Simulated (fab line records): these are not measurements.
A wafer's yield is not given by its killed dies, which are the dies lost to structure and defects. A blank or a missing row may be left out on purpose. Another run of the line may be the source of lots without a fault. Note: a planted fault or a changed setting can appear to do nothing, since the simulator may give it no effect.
Which tool did it? | flow n5-finfet | Sampling: 9 lots, 27 wafers, 5 of 1938 route steps

## WHAT THE GAUGES SHOWED, per wafer
N5_BEOL_M4_RC_MEAS_101. Usual: DIBL_N 36.5 mV/V, standard deviation 1.4; DIBL_P 36.6 mV/V, standard deviation 1.9; IOFF_N 0.167 nA/um, standard deviation 0.029; IOFF_P 0.21 nA/um, standard deviation 0.033; ION_N 674 uA/um, standard deviation 12; ION_P 460 uA/um, standard deviation 8.9; SS_N 71.6 mV/dec, standard deviation 0.57; SS_P 73.4 mV/dec, standard deviation 0.61; VT_N 249 mV, standard deviation 3.3; VT_P -250 mV, standard deviation 3.3.
lot  | measured     | on        | DIBL_N (mV/V)  | DIBL_P (mV/V)  | IOFF_N (nA/um)    | IOFF_P (nA/um) | ION_N (uA/um) | ION_P (uA/um) | SS_N (mV/dec)  | SS_P (mV/dec)  | VT_N (mV)   | VT_P (mV)      | flag
L168 | day 8 13:14  | prober-02 | 36.0 34.5 36.4 | 37.2 34.3 36.9 | 0.162 0.130 0.145 | 0.23 0.19 0.22 | 693 667 659   | 478 460 457   | 71.3 71.4 72.1 | 72.9 72.8 73.6 | 252 253 252 | -252 -250 -250 |
L169 | day 9 03:16  | prober-02 | 36.6 35.1 37.3 | 35.3 33.9 36.3 | 0.158 0.135 0.173 | 0.23 0.21 0.25 | 678 662 677   | 467 462 470   | 71.5 70.4 71.1 | 73.4 73.0 73.6 | 250 252 250 | -248 -248 -244 |
L171 | day 9 12:04  | prober-01 | 37.1 35.5 35.7 | 38.5 35.8 36.4 | 0.212 0.180 0.170 | 0.25 0.21 0.21 | 682 694 678   | 468 470 462   | 72.3 72.4 72.6 | 73.9 72.8 73.1 | 246 246 248 | -248 -249 -249 |
L178 | day 11 21:37 | prober-02 | 36.3 36.7 35.4 | 35.4 35.9 33.3 | 0.172 0.179 0.136 | 0.21 0.22 0.17 | 667 674 656   | 456 460 450   | 71.7 71.3 71.5 | 74.1 74.2 72.9 | 248 249 255 | -250 -250 -254 |
L180 | day 12 01:44 | prober-01 | 37.8 36.9 35.8 | 38.8 37.7 36.3 | 0.196 0.180 0.148 | 0.22 0.21 0.19 | 677 685 670   | 460 464 461   | 71.7 71.3 71.3 | 73.6 73.5 73.9 | 245 247 249 | -248 -250 -252 |
L181 | day 12 04:33 | prober-01 | 36.4 40.3 36.8 | 35.7 39.6 35.8 | 0.127 0.217 0.137 | 0.16 0.22 0.16 | 656 674 656   | 444 453 449   | 71.0 72.3 71.5 | 72.9 74.0 73.3 | 255 245 252 | -257 -252 -258 |
L182 | day 12 05:22 | prober-02 | 35.6 36.2 37.4 | 35.7 36.2 37.4 | 0.135 0.152 0.164 | 0.16 0.17 0.20 | 662 664 674   | 445 446 454   | 71.4 70.7 72.3 | 72.4 73.0 72.9 | 255 249 251 | -255 -255 -255 |
L185 | day 13 01:34 | prober-02 | 36.3 35.6 35.4 | 36.5 36.2 35.1 | 0.160 0.138 0.140 | 0.20 0.20 0.19 | 671 660 673   | 456 451 459   | 72.0 71.5 70.9 | 74.1 73.5 74.4 | 248 254 252 | -253 -255 -253 |
L187 | day 13 16:08 | prober-01 | 36.3 38.2 37.6 | 35.9 37.1 37.4 | 0.147 0.161 0.169 | 0.21 0.23 0.24 | 659 665 668   | 459 457 464   | 71.3 71.4 72.0 | 72.9 73.6 73.7 | 253 250 246 | -249 -250 -249 |

## WHAT TOOL EACH LOT RAN ON (gives the tool, then ch and the chambers of the sampled wafers, and finally the start)
lot  | N5_SD_EPI_P_ETCH_47               | N5_SD_EPI_P_STRIP_40                | N5_ILD0_CMP_03               | N5_ILD0_CMP_07
L168 | rie-diel-01 ch 0,1,3, day 4 01:06 | plasma-asher-01 ch 0,1, day 4 01:25 | cmp-03 ch 0,1,2, day 4 07:40 | cmp-01 ch 0,1,2, day 4 08:02
L169 | rie-diel-01 ch 0,2,3, day 4 09:42 | plasma-asher-02 ch 0,1, day 4 10:01 | cmp-04 ch 0,3, day 4 16:09   | cmp-01 ch 1,2,3, day 4 16:33
L171 | rie-diel-01 ch 0,1,3, day 4 19:15 | plasma-asher-02 ch 0,1, day 4 19:35 | cmp-01 ch 2,3, day 5 01:52   | cmp-04 ch 1,2, day 5 02:09
L178 | rie-diel-03 ch 1,2,3, day 6 19:44 | plasma-asher-02 ch 0,1, day 6 20:02 | cmp-04 ch 0,1,3, day 7 16:42 | cmp-01 ch 0,2,3, day 7 17:01
L180 | rie-diel-01 ch 1,2,3, day 7 04:19 | plasma-asher-01 ch 0,1, day 7 04:38 | cmp-01 ch 0,1,2, day 7 16:46 | cmp-01 ch 0,2,3, day 7 17:15
L181 | rie-diel-04 ch 1,2, day 7 14:20   | plasma-asher-01 ch 0,1, day 7 14:38 | cmp-04 ch 1,3, day 7 22:27   | cmp-01 ch 1,2, day 7 22:44
L182 | rie-diel-01 ch 0,1, day 7 17:21   | plasma-asher-02 ch 0,1, day 7 17:40 | cmp-01 ch 0,1,2, day 7 23:47 | cmp-04 ch 1,2,3, day 8 00:08
L185 | rie-diel-04 ch 0,1,2, day 8 05:46 | plasma-asher-01 ch 0,1, day 8 06:05 | cmp-01 ch 0,1,3, day 8 13:35 | cmp-04 ch 0,2,3, day 8 13:50
L187 | rie-diel-04 ch 1,3, day 8 18:42   | plasma-asher-02 ch 0,1, day 8 19:02 | cmp-03 ch 2,3, day 9 01:56   | cmp-03 ch 0,1,2, day 9 02:17
- N5_SD_EPI_P_ETCH_47: etches SiOCN in CH3F/O2, target depth 25 nm.
- N5_SD_EPI_P_STRIP_40: strips in N2/H2.
- N5_ILD0_CMP_03: polishes, stops on SiNx, t overpolish 1.9 s, target thk 197.38 nm.
- N5_ILD0_CMP_07: polishes SiO2 flowable, stops on poly-Si, t overpolish 1.18 s, target thk 138.88 nm.

## AS READ BY THE TOOLS THEMSELVES (means over the sampled wafers that have a number; for cases with no such wafer, the mark the record gives instead)
N5_SD_EPI_P_ETCH_47. Usual: drypump-motor-current-A 5.5 A, standard deviation 0.4; oes-product-au 0.79 a.u., standard deviation 0.083; rf-fwd-power-W 408.1 W, standard deviation 1.4; rf-vpp-V 126.9 V, standard deviation 2.3; showerhead-plenum-p-Torr 1.98 Torr, standard deviation 0.071; throttle-valve-pct 16.19 %, standard deviation 0.2.
lot  | tool        | drypump-motor-current-A (A) | oes-product-au (a.u.) | rf-fwd-power-W (W) | rf-vpp-V (V) | showerhead-plenum-p-Torr (Torr) | throttle-valve-pct (%) | flag
L168 | rie-diel-01 | 5.5                         | 0.79                  | 407.5              | 125.9        | 2.02                            | 16.19                  |
L169 | rie-diel-01 | 5.2                         | 0.77                  | 408.4              | 127.6        | 2.01                            | 16.26                  |
L171 | rie-diel-01 | 5.4                         | 0.79                  | 409.2              | 127.1        | 2.02                            | 16.21                  |
L178 | rie-diel-03 | 5.7                         | 0.69                  | 408.2              | 128.2        | 2.03                            | 16.51                  |
L180 | rie-diel-01 | 5.5                         | 0.81                  | 408.5              | 127.3        | 2.00                            | 16.16                  |
L181 | rie-diel-04 | 5.9                         | 0.80                  | 408.4              | 127.0        | 1.91                            | 16.02                  |
L182 | rie-diel-01 | 5.2                         | 0.93                  | 408.5              | 125.8        | 1.97                            | 16.00                  |
L185 | rie-diel-04 | 5.9                         | 0.77                  | 408.4              | 127.7        | 1.95                            | 16.18                  |
L187 | rie-diel-04 | 5.4                         | 0.72                  | 406.1              | 125.7        | 1.88                            | 16.23                  |

N5_SD_EPI_P_STRIP_40. Usual: drypump-motor-current-A 5.34 A, standard deviation 0.22; heater-power-w 307 W, standard deviation 22; oes-product-au 0.762 a.u., standard deviation 0.011.
lot  | tool            | drypump-motor-current-A (A) | heater-power-w (W) | oes-product-au (a.u.) | flag
L168 | plasma-asher-01 | 5.43                        | 320                | 0.764                 |
L169 | plasma-asher-02 | 5.25                        | 300                | 0.759                 |
L171 | plasma-asher-02 | 5.25                        | 305                | 0.756                 |
L178 | plasma-asher-02 | 5.25                        | 304                | 0.753                 |
L180 | plasma-asher-01 | 5.53                        | 301                | 0.763                 |
L181 | plasma-asher-01 | 5.43                        | 319                | 0.778                 |
L182 | plasma-asher-02 | 5.13                        | 309                | 0.760                 |
L185 | plasma-asher-01 | 5.42                        | 314                | 0.758                 |
L187 | plasma-asher-02 | 5.23                        | 300                | 0.763                 |

N5_ILD0_CMP_03. Usual: head-pressure-psi 4.150 psi, standard deviation 0.009; motor-current-A 12.3 A, standard deviation 1; overpolish-run-s 1.901 s, standard deviation 0.0089; platen-rpm 51.79 rpm, standard deviation 0.037; slurry-flow-ml-min 149.9, standard deviation 0.47; time-to-endpoint-s 70 s, standard deviation 4.5.
lot  | tool   | head-pressure-psi (psi) | motor-current-A (A) | overpolish-run-s (s) | platen-rpm (rpm) | slurry-flow-ml-min | time-to-endpoint-s (s) | flag
L168 | cmp-03 | 4.152                   | 13.0                | 1.899                | 51.75            | 149.9              | 64                     |
L169 | cmp-04 | 4.156                   | 12.5                | 1.909                | 51.78            | 149.8              | 77                     |
L171 | cmp-01 | 4.146                   | 12.8                | 1.896                | 51.80            | 149.7              | 70                     |
L178 | cmp-04 | 4.157                   | 12.5                | 1.896                | 51.79            | 149.6              | 69                     |
L180 | cmp-01 | 4.143                   | 11.3                | 1.898                | 51.79            | 149.8              | 77                     |
L181 | cmp-04 | 4.148                   | 11.9                | 1.909                | 51.77            | 149.8              | 68                     |
L182 | cmp-01 | 4.153                   | 11.4                | 1.913                | 51.78            | 150.1              | 74                     |
L185 | cmp-01 | 4.151                   | 12.1                | 1.893                | 51.78            | 150.4              | 73                     |
L187 | cmp-03 | 4.148                   | 11.7                | 1.909                | 51.79            | 149.5              | 67                     |

N5_ILD0_CMP_07. Usual: head-pressure-psi 4.149 psi, standard deviation 0.0088; motor-current-A 12.2 A, standard deviation 1.2; platen-rpm 51.80 rpm, standard deviation 0.034; slurry-flow-ml-min 149.9, standard deviation 0.49.
lot  | tool   | head-pressure-psi (psi) | motor-current-A (A) | platen-rpm (rpm) | slurry-flow-ml-min | flag
L168 | cmp-01 | 4.154                   | 11.2                | 51.77            | 149.6              |
L169 | cmp-01 | 4.148                   | 12.2                | 51.81            | 149.5              |
L171 | cmp-04 | 4.140                   | 11.7                | 51.81            | 149.6              |
L178 | cmp-01 | 4.328                   | 12.4                | 51.82            | 150.2              | OFF
L180 | cmp-01 | 4.337                   | 13.0                | 51.76            | 150.1              | OFF
L181 | cmp-01 | 4.328                   | 12.0                | 51.77            | 150.5              | OFF
L182 | cmp-04 | 4.143                   | 11.5                | 51.79            | 149.8              |
L185 | cmp-04 | 4.154                   | 11.8                | 51.82            | 150.0              |
L187 | cmp-03 | 4.156                   | 12.6                | 51.80            | 149.7              |

## THE ANSWER, worked out from the rows above alone
Rule: lot off if the mean of its wafers having a number is beyond 3 standard deviations from the usual mean. Also off: a lot with no number at a reading for which 4 or more lots have one. Any other lot the step has rows for is counted as sound. Order of review: gauges by route order, followed by the tools' own readings, for which a lot's mean as printed above is used. At the first step where some lot is off, the reading lying furthest off is the one used; lots without a number count as furthest.
Off: L178, L180, L181, at N5_ILD0_CMP_07 (head-pressure-psi).
If a tool, at that step or one of the process steps before it, ran each lot that is off and ran no sound lot following the first of them, it fits. One candidate fits, namely cmp-01 at N5_ILD0_CMP_07. Its last sound lot is L169 (day 4 16:33), its first lot that is off L178 (day 7 17:01): a fault that began between those two fits.
The tool's own readings at N5_ILD0_CMP_07 bear it out: on the lots that are off they differ by more than 5 times the standard deviation of the sound lots' means. head-pressure-psi reads 4.331 psi there against 4.149 psi on the sound lots.

## WHAT THE SIMULATOR HAD PUT IN
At N5_ILD0_CMP_07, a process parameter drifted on cmp-01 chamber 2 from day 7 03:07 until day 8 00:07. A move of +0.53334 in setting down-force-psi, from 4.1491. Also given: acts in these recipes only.
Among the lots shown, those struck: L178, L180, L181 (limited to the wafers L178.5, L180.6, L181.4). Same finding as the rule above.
